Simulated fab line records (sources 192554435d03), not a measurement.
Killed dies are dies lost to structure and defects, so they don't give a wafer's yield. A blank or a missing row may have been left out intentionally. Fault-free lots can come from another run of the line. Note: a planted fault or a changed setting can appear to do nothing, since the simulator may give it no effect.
Matching of chambers -- flow n5Finfet -- rieDiel-02 running N5_BEOL_M12_DESCUM_33: 4 sister chambers
The step chemistry O2, time 7.9 s. 4 wafers are shown with their chamber, then 9 later ones without.

== WAFERS, EACH WITH ITS CHAMBER ==
wafer,chamber,showerheadPlenumPTorr (Torr)
L089.4,0,2.14
L087.2,1,2.09
L087.4,2,2.07
L087.5,3,2.14

== WAFERS MISSING THEIR CHAMBER ==
wafer,showerheadPlenumPTorr (Torr)
L093.1,2.14
L093.3,2.14
L093.6,2.09
L094.1,2.08
L094.2,2.13
L094.3,2.06
L095.2,2.06
L095.3,2.13
L095.6,2.06

== WHICH CHAMBER EACH WENT THROUGH ==
wafer,from the rows above,in truth
L093.1,can't be placed: 0 or 3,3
L093.3,can't be placed: 0 or 3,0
L093.6,1,1
L094.1,can't be placed: 1 or 2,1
L094.2,can't be placed: 0 or 3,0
L094.3,2,2
L095.2,2,2
L095.3,can't be placed: 0 or 3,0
L095.6,2,2
Correct placement for 4 of the 9. Unplaceable from these rows: 5, with the true chamber sitting among the candidates in 5. Wrongly placed: 0.
How it was worked out, from the rows above alone: a wafer's distance from a chamber is the root of the sum, over the readings, of the square of ((its reading less the chamber's mean) divided by the reading's scatter). The wafer belongs to the nearest chamber; if the next one is less than 2 further off, it can't be placed. Each chamber's mean is taken over the wafers shown for it. The scatter (one wafer shown for each chamber): square how far every hidden wafer sits from the nearest shown wafer, average those squares and take the square root.
